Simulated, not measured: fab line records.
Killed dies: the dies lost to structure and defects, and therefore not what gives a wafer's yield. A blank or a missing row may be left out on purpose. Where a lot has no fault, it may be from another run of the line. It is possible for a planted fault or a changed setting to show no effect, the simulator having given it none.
The tool behind it: which one? ; flow nandHarc ; 39 wafers from 13 lots sampled at 4 of the route's 1159 steps

== WHAT EACH GAUGE READ, for each wafer ==
No reading from a measuring or inspecting step in the record can be judged against a usual standard deviation.

== WHAT TOOL EACH LOT RAN ON (gives the tool, then ch and the chambers of the sampled wafers, and finally the start) ==
lot;NHARC_A_CONTACT_DEP_84;NHARC_A_CONTACT_ETCH_88;NHARC_A_CONTACT_ETCH_30;NHARC_A_CONTACT_ETCH_98
L342;aclDep-01 ch 0, day 17 04:22;rieDiel-12 ch 0,1, day 17 06:25;rieDiel-12 ch 0,1,2, day 17 06:52;rieDiel-02 ch 0,2,3, no start
L343;aclDep-02 ch 0, day 17 06:41;rieDiel-02 ch 0,2,3, day 17 08:40;rieDiel-02 ch 0,2,3, day 17 09:06;rieDiel-12 ch 1,2,3, no start
L340;aclDep-01 ch 0, day 17 09:05;rieDiel-12 ch 1,2,3, day 17 11:20;rieDiel-12 ch 0,1,3, day 17 12:00;rieDiel-12 ch 0,1,3, no start
L346;aclDep-02 ch 0, day 18 06:57;rieDiel-12 ch 0,3, day 18 09:00;rieDiel-12 ch 0,1,3, day 18 09:27;rieDiel-12 ch 0,1,2, no start
L353;aclDep-02 ch 0, day 20 05:49;rieDiel-03 ch 0,3, day 20 08:04;rieDiel-03 ch 0,2,3, day 20 08:31;rieDiel-12 ch 2,3, no start
L356;aclDep-02 ch 0, day 20 22:29;rieDiel-03 ch 0,2,3, day 21 00:45;rieDiel-03 ch 1,2, day 21 01:13;rieDiel-12 ch 1,3, no start
L354;aclDep-03 ch 0, day 20 23:40;rieDiel-03 ch 0,1,2, day 21 02:00;rieDiel-03 ch 0,1,2, day 21 02:26;rieDiel-03 ch 0,1,2, no start
L358;aclDep-01 ch 0, day 21 09:14;rieDiel-03 ch 0,1, day 21 11:31;rieDiel-03 ch 1,2,3, day 21 11:58;rieDiel-12 ch 0,1,2, no start
L359;aclDep-03 ch 0, day 21 11:01;rieDiel-03 ch 0,3, day 21 13:14;rieDiel-03 ch 1,2, day 21 13:41;rieDiel-03 ch 1,2,3, no start
L360;aclDep-01 ch 0, day 21 20:29;rieDiel-12 ch 0,1,3, day 21 22:49;rieDiel-12 ch 0,1,3, day 21 23:15;rieDiel-02 ch 0,2,3, no start
L361;aclDep-01 ch 0, day 22 07:58;rieDiel-02 ch 0,1,2, day 22 10:18;rieDiel-02 ch 0,1,2, day 22 10:47;rieDiel-12 ch 0,1,2, no start
L362;aclDep-03 ch 0, day 22 08:13;rieDiel-03 ch 0,2,3, day 22 10:29;rieDiel-03 ch 0,2, day 22 10:56;rieDiel-12 ch 0,2, no start
L363;aclDep-01 ch 0, day 22 09:35;rieDiel-12 ch 1,2,3, day 22 11:39;rieDiel-12 ch 0,2,3, day 22 12:05;rieDiel-12 ch 1,2,3, no start
- NHARC_A_CONTACT_DEP_84: deposits aC, target thk 2000 nm.
- NHARC_A_CONTACT_ETCH_88: etches the open film in CF4, target depth 39 nm, time 65 s.
- NHARC_A_CONTACT_ETCH_30: etches the open film in CF4/CHF3, target depth 60.5 nm, time 30.2 s.
- NHARC_A_CONTACT_ETCH_98: etches the open film in C4F6/O2, target depth 20 nm, time 10 s.

== AS READ BY THE TOOLS THEMSELVES (means over the sampled wafers that have a number; for cases with no such wafer, the mark the record gives instead) ==
NHARC_A_CONTACT_DEP_84. Usual: throttleValvePct 35.001 %, standard deviation 0.0084.
lot;tool;throttleValvePct (%);flag
L342;aclDep-01;34.998;
L343;aclDep-02;35.001;
L340;aclDep-01;34.996;
L346;aclDep-02;34.993;
L353;aclDep-02;35.000;
L356;aclDep-02;35.006;
L354;aclDep-03;34.993;
L358;aclDep-01;35.005;
L359;aclDep-03;35.000;
L360;aclDep-01;35.005;
L361;aclDep-01;35.006;
L362;aclDep-03;35.004;
L363;aclDep-01;35.002;

NHARC_A_CONTACT_ETCH_88. Usual: drypumpMotorCurrentA 5.7 A, standard deviation 0.44; oesProductAu 1.003 a.u., standard deviation 0.0097; rfVppV 151.2 V, standard deviation 1.4; runLengthS 86.3 s, standard deviation 0.56; showerheadPlenumPTorr 1.76 Torr, standard deviation 0.085; throttleValvePct 13.283 %, standard deviation 0.0093.
lot;tool;drypumpMotorCurrentA (A);oesProductAu (a.u.);rfVppV (V);runLengthS (s);showerheadPlenumPTorr (Torr);throttleValvePct (%);flag
L342;rieDiel-12;5.6;0.999;150.2;86.2;1.68;13.282;
L343;rieDiel-02;6.2;1.004;152.6;86.6;1.86;13.277;
L340;rieDiel-12;5.8;1.001;151.5;85.8;1.80;13.296;
L346;rieDiel-12;6.0;0.997;150.4;85.9;1.76;13.280;
L353;rieDiel-03;5.4;1.008;150.8;86.4;1.72;13.285;
L356;rieDiel-03;5.5;1.015;151.1;86.5;1.75;13.291;
L354;rieDiel-03;5.6;1.009;150.6;86.2;1.75;13.287;
L358;rieDiel-03;5.6;1.010;150.7;86.4;1.74;13.280;
L359;rieDiel-03;5.4;1.002;150.0;86.3;1.71;13.281;
L360;rieDiel-12;5.8;0.989;150.5;86.2;1.72;13.280;
L361;rieDiel-02;5.7;1.002;152.8;86.6;1.87;13.269;
L362;rieDiel-03;5.5;1.007;151.6;86.5;1.75;13.288;
L363;rieDiel-12;5.8;1.004;152.6;85.9;1.79;13.282;

NHARC_A_CONTACT_ETCH_30. Usual: drypumpMotorCurrentA 5.7 A, standard deviation 0.41; oesProductAu 0.941 a.u., standard deviation 0.023; rfVppV 370.5 V, standard deviation 2.7; runLengthS 51.5 s, standard deviation 0.61; showerheadPlenumPTorr 1.57 Torr, standard deviation 0.077; throttleValvePct 16.802 %, standard deviation 0.0086.
lot;tool;drypumpMotorCurrentA (A);oesProductAu (a.u.);rfVppV (V);runLengthS (s);showerheadPlenumPTorr (Torr);throttleValvePct (%);flag
L342;rieDiel-12;5.8;0.970;369.3;51.3;1.55;16.804;
L343;rieDiel-02;6.2;0.925;374.3;51.8;1.65;16.807;
L340;rieDiel-12;5.8;0.918;369.3;51.2;1.53;16.804;
L346;rieDiel-12;5.8;0.925;369.6;48.7;1.53;16.796;OFF
L353;rieDiel-03;5.6;0.985;370.2;51.7;1.56;16.805;
L356;rieDiel-03;5.4;0.934;369.5;51.3;1.53;16.802;
L354;rieDiel-03;5.6;0.930;369.5;51.7;1.56;16.808;
L358;rieDiel-03;5.4;0.925;369.5;51.4;1.53;16.807;
L359;rieDiel-03;5.6;0.929;370.3;51.5;1.57;16.800;
L360;rieDiel-12;5.8;0.921;369.4;51.2;1.53;16.796;
L361;rieDiel-02;5.7;0.948;374.0;51.6;1.67;16.809;
L362;rieDiel-03;5.7;0.934;370.9;51.9;1.58;16.799;
L363;rieDiel-12;6.0;0.927;370.3;51.0;1.58;16.798;

NHARC_A_CONTACT_ETCH_98. Usual: drypumpMotorCurrentA 5.8 A, standard deviation 0.35; oesProductAu 0.962 a.u., standard deviation 0.023; rfVppV 546 V, standard deviation 3.9; runLengthS 30.9 s, standard deviation 0.43; showerheadPlenumPTorr 3.90 Torr, standard deviation 0.19; throttleValvePct 26.903 %, standard deviation 0.0094.
lot;tool;drypumpMotorCurrentA (A);oesProductAu (a.u.);rfVppV (V);runLengthS (s);showerheadPlenumPTorr (Torr);throttleValvePct (%);flag
L342;rieDiel-02;6.2;1.003;550;31.0;4.12;26.904;
L343;rieDiel-12;5.8;1.001;548;30.6;3.99;26.897;
L340;rieDiel-12;5.8;0.958;545;31.0;3.82;26.898;
L346;rieDiel-12;5.8;0.958;545;30.9;3.86;26.899;
L353;rieDiel-12;6.0;0.984;550;30.4;4.07;26.910;
L356;rieDiel-12;5.6;0.951;545;30.9;3.85;26.900;
L354;rieDiel-03;5.6;0.954;546;31.3;3.89;26.901;
L358;rieDiel-12;5.8;0.942;546;31.0;3.85;26.906;
L359;rieDiel-03;5.4;0.953;544;30.9;3.83;26.899;
L360;rieDiel-02;6.2;0.942;551;31.4;4.09;26.907;
L361;rieDiel-12;5.8;0.956;547;30.9;3.85;26.903;
L362;rieDiel-12;6.0;0.957;548;30.8;3.98;26.906;
L363;rieDiel-12;5.8;0.944;548;30.7;3.98;26.908;

== THE ANSWER, worked out from the rows above alone ==
Rule: a lot counts as off when the mean over its wafers that have a number is more than 3 standard deviations away from the usual mean. Also off: a lot with no number at a reading for which 4 or more lots have one. Any other lot the step has rows for is counted as sound. Order of review: gauges by route order, followed by the tools' own readings, for which a lot's mean as printed above is used. The first step at which some lot is off is used, and at that step the reading that is off furthest; a lot without a number counts as furthest.
Off at NHARC_A_CONTACT_ETCH_30 (runLengthS): L346.
If a tool, at that step or one of the process steps before it, ran each lot that is off and ran no sound lot following the first of them, it fits. Not one of the candidates tried fits.

== WHAT THE SIMULATOR HAD PUT IN ==
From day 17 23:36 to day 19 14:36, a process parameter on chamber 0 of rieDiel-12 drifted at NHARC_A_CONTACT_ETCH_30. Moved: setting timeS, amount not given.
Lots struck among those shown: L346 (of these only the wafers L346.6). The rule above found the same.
